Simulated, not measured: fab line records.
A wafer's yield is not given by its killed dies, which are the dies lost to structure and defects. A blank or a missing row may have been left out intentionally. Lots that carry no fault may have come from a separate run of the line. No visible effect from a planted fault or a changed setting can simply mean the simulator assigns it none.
Matching of chambers + flow nandHarc + rieDiel-01 running NHARC_P_M1_STRIP_18: 4 sister chambers
The step strips in N2/H2. 4 wafers are shown with their chamber, then 10 later ones without.

== WAFERS WITH THEIR CHAMBER ==
| wafer  | chamber | drypumpMotorCurrentA (A) |
|--------|---------|--------------------------|
| L083.6 | 2       | 6.6                      |
| L084.6 | 1       | 5.1                      |
| L087.1 | 0       | 6.1                      |
| L087.4 | 3       | 6.0                      |

== WAFERS WITHOUT THEIR CHAMBER ==
| wafer  | drypumpMotorCurrentA (A) |
|--------|--------------------------|
| L087.6 | 6.0                      |
| L087.2 | 5.0                      |
| L087.3 | 6.5                      |
| L087.5 | 5.1                      |
| L091.1 | 6.1                      |
| L091.3 | 6.5                      |
| L091.6 | 6.6                      |
| L097.3 | 6.0                      |
| L097.5 | 5.0                      |
| L097.6 | 6.6                      |

== WHICH CHAMBER EACH WENT THROUGH ==
| wafer  | from the rows above     | in truth |
|--------|-------------------------|----------|
| L087.6 | can't be placed: 3 or 0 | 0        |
| L087.2 | 1                       | 1        |
| L087.3 | 2                       | 2        |
| L087.5 | 1                       | 1        |
| L091.1 | can't be placed: 0 or 3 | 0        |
| L091.3 | 2                       | 2        |
| L091.6 | 2                       | 2        |
| L097.3 | can't be placed: 3 or 0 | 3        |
| L097.5 | 1                       | 1        |
| L097.6 | 2                       | 2        |
Placed correctly: 7 of 10. Can't be placed from these rows: 3 (the true chamber is among the candidates in 3). Number placed wrongly: 0.
How it was worked out, from the rows above alone: a wafer's distance from a chamber is the root of the sum, over the readings, of the square of ((its reading less the chamber's mean) divided by the reading's scatter). If the next closest chamber is less than 2 further off than the closest, the wafer can't be placed; otherwise it belongs to the closest. Each chamber's mean is taken over the wafers shown for it. The scatter: with one shown wafer a chamber, the root of the mean of the squares of how far each hidden wafer lies from its nearest shown one.
